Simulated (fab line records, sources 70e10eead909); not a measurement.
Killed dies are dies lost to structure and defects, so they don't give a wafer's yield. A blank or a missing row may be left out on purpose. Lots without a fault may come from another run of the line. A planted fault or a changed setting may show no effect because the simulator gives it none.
Which tool did it? | flow nand_harc | 12 lots, 36 wafers sampled, at 6 steps of a route of 1159

WHAT THE GAUGES READ, wafer by wafer
NHARC_A_SOURCE_PLATE_THK_MEAS_09: measures by ellipsometry.
lot  | measured     | on            | thk_nm (nm)
L119 | day 6 11:08  | film_metro-02 | 11.0 11.3 8.4
L123 | day 7 21:29  | film_metro-01 | 7.1 7.6 8.9
L121 | day 7 21:29  | film_metro-02 | 7.8 10.9 9.9
L122 | day 7 21:30  | film_metro-01 | 9.9 11.8 11.1
L125 | day 8 06:05  | film_metro-02 | 11.7 9.7 10.4
L129 | day 9 11:08  | film_metro-02 | 10.1 10.1 9.3
L132 | day 10 00:26 | film_metro-01 | 10.7 9.5 11.5
L134 | day 10 10:01 | film_metro-01 | 9.7 9.7 11.3
L136 | day 11 05:43 | film_metro-01 | 9.9 9.4 7.6
L137 | day 11 11:56 | film_metro-02 | 9.5 10.4 11.1
L142 | day 12 11:40 | film_metro-02 | 10.0 9.9 9.5
L140 | day 12 11:40 | film_metro-01 | 10.0 10.9 9.9

NHARC_A_CHANNEL_HOLE_D1_INSPECT_12.
lot  | measured     | on                | raw_defect_count
L119 | day 7 15:43  | defect_inspect-02 | 2 9 4
L123 | day 9 02:40  | defect_inspect-01 | 8 11 8
L121 | day 9 03:32  | defect_inspect-02 | 11 4 10
L122 | day 9 02:53  | defect_inspect-02 | 5 9 13
L125 | day 9 16:29  | defect_inspect-02 | 5 6 6
L129 | day 10 22:41 | defect_inspect-02 | 5 8 7
L132 | day 11 07:02 | defect_inspect-02 | 2 7 3
L134 | day 11 16:30 | defect_inspect-02 | 5 7 8
L136 | day 12 17:50 | defect_inspect-02 | 8 9 3
L137 | day 12 15:57 | defect_inspect-02 | 20 10 7
L142 | day 13 20:08 | defect_inspect-01 | 3 7 4
L140 | day 13 18:38 | defect_inspect-01 | 4 10 6

NHARC_A_CHANNEL_HOLE_D1_INSPECT_40.
lot  | measured     | on                | raw_defect_count
L119 | day 7 22:40  | defect_inspect-01 | 55 38 39
L123 | day 9 09:50  | defect_inspect-01 | 39 49 86
L121 | day 9 14:11  | defect_inspect-01 | 49 43 61
L122 | day 9 09:55  | defect_inspect-02 | 62 68 56
L125 | day 10 00:26 | defect_inspect-01 | 119 78 74
L129 | day 11 05:46 | defect_inspect-01 | 46 39 51
L132 | day 11 14:01 | defect_inspect-02 | 935 873 924
L134 | day 11 23:32 | defect_inspect-02 | 876 865 869
L136 | day 13 03:36 | defect_inspect-02 | 66 59 64
L137 | day 12 23:22 | defect_inspect-01 | 58 80 72
L142 | day 14 05:45 | defect_inspect-02 | 80 57 78
L140 | day 14 01:36 | defect_inspect-01 | 36 33 41

NHARC_END_SORT_01.
lot  | measured     | on        | killed_at_array | killed_at_other | killed_at_periphery | killed_dies | killed_open | killed_short
L132 | day 21 20:44 | prober-01 | 90 110 122      | 0 0 0           | 1 4 0               | 91 114 122  | 4 6 1       | 3 1 4
L134 | day 22 12:19 | prober-01 | 112 106 136     | 1 2 0           | 2 2 2               | 115 110 138 | 5 2 3       | 1 2 3

WHICH TOOL RAN EACH LOT (tool, then ch and the chambers of the sampled wafers, then the start)
lot  | NHARC_A_CHANNEL_HOLE_D1_ETCH_33  | NHARC_A_CHANNEL_FILL_D1_STRIP_29
L119 | har_etch-02 ch 0,1, day 7 20:56  | rie_diel-10 ch 0,1,3, no start
L123 | har_etch-02 ch 1, day 9 08:06    | rie_diel-01 ch 0,1,2, no start
L121 | har_etch-02 ch 0, day 9 12:20    | rie_diel-10 ch 0,1,3, no start
L122 | har_etch-01 ch 0,1, day 9 08:09  | rie_diel-01 ch 0,1,3, no start
L125 | har_etch-01 ch 0, day 9 22:43    | rie_diel-01 ch 1,3, no start
L129 | har_etch-02 ch 0,1, day 11 03:58 | rie_diel-05 ch 0,1,2, no start
L132 | har_etch-01 ch 0,1, day 11 12:19 | rie_diel-01 ch 0,1, day 21 20:44 or earlier
L134 | har_etch-01 ch 0,1, day 11 21:44 | rie_diel-01 ch 0,1,3, day 22 12:19 or earlier
L136 | har_etch-02 ch 0,1, day 13 01:49 | rie_diel-05 ch 0,2,3, no start
L137 | har_etch-02 ch 0,1, day 12 21:41 | rie_diel-01 ch 1,2, no start
L142 | har_etch-02 ch 0,1, day 14 04:03 | rie_diel-01 ch 0,2,3, no start
L140 | har_etch-02 ch 0,1, day 13 23:56 | rie_diel-05 ch 0,1, no start
- NHARC_A_CHANNEL_HOLE_D1_ETCH_33: etches the open film in C4F8/O2/Ar, time 90 s, target depth 400 nm.
- NHARC_A_CHANNEL_FILL_D1_STRIP_29: strips in O2, time 20 s.

WHAT THE TOOLS THEMSELVES READ (means of the sampled wafers that have a number; where no wafer has one, the mark that the record gives instead)
NHARC_A_CHANNEL_HOLE_D1_ETCH_33.
lot  | tool        | bias_v (V) | drypump_motor_current_A (A) | showerhead_plenum_p_Torr (Torr) | throttle_valve_pct (%)
L119 | har_etch-02 | 396        | 5.5                         | 3.86                            | 27.614
L123 | har_etch-02 | 399        | 5.3                         | 3.92                            | 27.618
L121 | har_etch-02 | 400        | 6.0                         | 3.72                            | 27.622
L122 | har_etch-01 | 399        | 5.7                         | 3.81                            | 27.611
L125 | har_etch-01 | 399        | 5.4                         | 3.86                            | 27.620
L129 | har_etch-02 | 403        | 5.5                         | 3.84                            | 27.625
L132 | har_etch-01 | 402        | 5.7                         | 3.80                            | 27.618
L134 | har_etch-01 | 399        | 5.8                         | 3.75                            | 27.618
L136 | har_etch-02 | 401        | 5.8                         | 3.76                            | 27.617
L137 | har_etch-02 | 398        | 5.8                         | 3.76                            | 27.619
L142 | har_etch-02 | 398        | 5.5                         | 3.82                            | 27.618
L140 | har_etch-02 | 403        | 5.8                         | 3.76                            | 27.620

NHARC_A_CHANNEL_FILL_D1_STRIP_29.
lot  | tool        | drypump_motor_current_A (A) | oes_product_au (a.u.) | rf_vpp_V (V) | showerhead_plenum_p_Torr (Torr) | throttle_valve_pct (%)
L119 | rie_diel-10 | 5.8                         | 1.005                 | 58.3         | 3.49                            | 17.036
L123 | rie_diel-01 | 5.8                         | 0.992                 | 58.1         | 3.59                            | 17.034
L121 | rie_diel-10 | 5.9                         | 1.002                 | 57.9         | 3.48                            | 17.040
L122 | rie_diel-01 | 5.7                         | 1.013                 | 58.1         | 3.45                            | 17.034
L125 | rie_diel-01 | 5.9                         | 1.003                 | 57.7         | 3.41                            | 17.043
L129 | rie_diel-05 | 5.8                         | 0.986                 | 57.6         | 3.50                            | 17.027
L132 | rie_diel-01 | 5.6                         | 1.010                 | 57.5         | 3.48                            | 17.036
L134 | rie_diel-01 | 5.7                         | 1.011                 | 57.6         | 3.45                            | 17.039
L136 | rie_diel-05 | 5.6                         | 0.991                 | 58.1         | 3.49                            | 17.028
L137 | rie_diel-01 | 6.0                         | 0.989                 | 57.7         | 3.65                            | 17.041
L142 | rie_diel-01 | 5.6                         | 1.000                 | 57.6         | 3.49                            | 17.031
L140 | rie_diel-05 | 6.0                         | 0.995                 | 58.0         | 3.56                            | 17.053

THE ANSWER, worked out from the rows above alone
Rule: what is usual is taken from the lots themselves. Put in order of their means at a reading, lots are off if they are a third of the lots or fewer, leave a main group of 4 or more, and stand apart from it by a gap of 3 or more times the standard deviation of the main group's means; of several such gaps the widest counts. A main group whose means are all the same, to the digits that the tables above print for the reading, isn't used. A lot without any number at a reading at which 4 lots or more have one is off too. The other lots that the step has rows for count as sound. The gauges are gone through in route order, then the tools' own readings, and for those a lot's mean is taken as printed above. The first step at which some lot is off is used, and at that step the reading that is off furthest; a lot without a number counts as furthest.
Off: L132, L134, at NHARC_A_CHANNEL_HOLE_D1_INSPECT_40 (raw_defect_count). The main group: mean 59, standard deviation 15.
A tool fits if, at a process step before that reading, it ran every lot that is off, and no sound lot after the first of them. The gauges at NHARC_A_CHANNEL_HOLE_D1_INSPECT_40 are tried like those tools. One fits: har_etch-01 at NHARC_A_CHANNEL_HOLE_D1_ETCH_33. Its last sound lot is L125 (day 9 22:43), its first lot that is off L132 (day 11 12:19): a fault that began between those two fits.

WHAT THE SIMULATOR HAD PUT IN
Chamber particle source: har_etch-01, from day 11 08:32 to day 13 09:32, at NHARC_A_CHANNEL_HOLE_D1_ETCH_33. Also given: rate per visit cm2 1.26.
Lots struck among those shown: L132, L134. The rule above found the same.
